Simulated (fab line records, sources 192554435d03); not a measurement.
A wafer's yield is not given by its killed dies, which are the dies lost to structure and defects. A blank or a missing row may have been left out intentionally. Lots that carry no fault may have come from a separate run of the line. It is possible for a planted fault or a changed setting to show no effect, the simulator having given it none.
Matching of chambers | flow n5_finfet | 4 sister chambers for N5_BEOL_M4_STRIP_36 on rie_diel-01
The step strips in N2/H2. 30 wafers are shown with their chamber, then 12 later ones without.

## WAFERS, EACH WITH ITS CHAMBER
wafer  | chamber | throttle_valve_pct (%) | drypump_motor_current_A (A) | showerhead_plenum_p_Torr (Torr)
L076.2 | 0       | 24.1                   | 6.2                         | 2.70
L076.5 | 0       | 24.1                   | 6.2                         | 2.70
L076.6 | 3       | 23.3                   | 6.4                         | 2.51
L074.3 | 0       | 24.1                   | 6.2                         | 2.70
L074.4 | 3       | 23.3                   | 6.4                         | 2.51
L074.5 | 2       | 23.4                   | 5.6                         | 2.52
L075.1 | 1       | 23.9                   | 5.9                         | 2.48
L075.4 | 2       | 23.4                   | 5.6                         | 2.52
L075.5 | 0       | 24.1                   | 6.2                         | 2.70
L077.2 | 2       | 23.4                   | 5.6                         | 2.52
L077.3 | 0       | 24.1                   | 6.2                         | 2.69
L077.6 | 0       | 24.1                   | 6.2                         | 2.70
L079.2 | 3       | 23.3                   | 6.4                         | 2.51
L079.3 | 2       | 23.4                   | 5.5                         | 2.52
L079.4 | 0       | 24.1                   | 6.2                         | 2.69
L080.2 | 2       | 23.4                   | 5.5                         | 2.52
L080.4 | 3       | 23.3                   | 6.4                         | 2.51
L080.5 | 1       | 23.9                   | 5.9                         | 2.48
L083.1 | 2       | 23.4                   | 5.5                         | 2.52
L083.2 | 1       | 23.9                   | 5.9                         | 2.48
L083.5 | 3       | 23.4                   | 6.4                         | 2.51
L084.1 | 0       | 24.1                   | 6.2                         | 2.69
L084.3 | 1       | 23.9                   | 5.9                         | 2.47
L084.5 | 3       | 23.3                   | 6.4                         | 2.50
L086.3 | 3       | 23.3                   | 6.4                         | 2.50
L086.5 | 3       | 23.3                   | 6.4                         | 2.50
L086.6 | 0       | 24.1                   | 6.2                         | 2.69
L089.1 | 0       | 24.1                   | 6.2                         | 2.68
L089.2 | 3       | 23.4                   | 6.4                         | 2.50
L089.5 | 1       | 23.9                   | 5.9                         | 2.47

SIGNATURES (averages over the wafers above)
reading                  | chamber 0 | chamber 1 | chamber 2 | chamber 3 | scatter within a chamber
throttle_valve_pct       | 24.100    | 23.900    | 23.400    | 23.322    | 0.0245
drypump_motor_current_A  | 6.200     | 5.900     | 5.550     | 6.400     | 0.024
showerhead_plenum_p_Torr | 2.6940    | 2.4760    | 2.5200    | 2.5056    | 0.00549
Rule: a wafer's distance from a chamber is the root of the sum, over the readings, of the square of ((its reading less the chamber's mean) divided by the reading's scatter). If the next closest chamber is less than 2 further off than the closest, the wafer can't be placed; otherwise it belongs to the closest. The scatter: the root of (the sum of the squares of (reading less its chamber's mean) over the shown wafers, divided by (wafers less chambers)).

## WAFERS WITH NO CHAMBER GIVEN
wafer  | throttle_valve_pct (%) | drypump_motor_current_A (A) | showerhead_plenum_p_Torr (Torr)
L088.1 | 23.4                   | 6.5                         | 2.50
L088.5 | 24.2                   | 6.2                         | 2.68
L088.6 | 23.9                   | 6.0                         | 2.47
L092.3 | 23.9                   | 5.9                         | 2.47
L092.5 | 23.4                   | 6.5                         | 2.50
L092.6 | 23.4                   | 5.5                         | 2.51
L093.1 | 23.4                   | 6.4                         | 2.50
L093.3 | 24.1                   | 6.2                         | 2.68
L093.6 | 24.2                   | 6.2                         | 2.68
L096.1 | 23.3                   | 5.6                         | 2.51
L096.5 | 23.9                   | 5.9                         | 2.46
L096.6 | 24.2                   | 6.2                         | 2.67

## WHICH CHAMBER EACH WENT THROUGH
wafer  | from the rows above | in truth
L088.1 | 3                   | 3
L088.5 | 0                   | 0
L088.6 | 1                   | 1
L092.3 | 1                   | 1
L092.5 | 3                   | 3
L092.6 | 2                   | 2
L093.1 | 3                   | 3
L093.3 | 0                   | 0
L093.6 | 0                   | 0
L096.1 | 2                   | 2
L096.5 | 1                   | 1
L096.6 | 0                   | 0
12 of 12 placed correctly. Left unplaced by these rows: 0. Placed wrongly: 0.
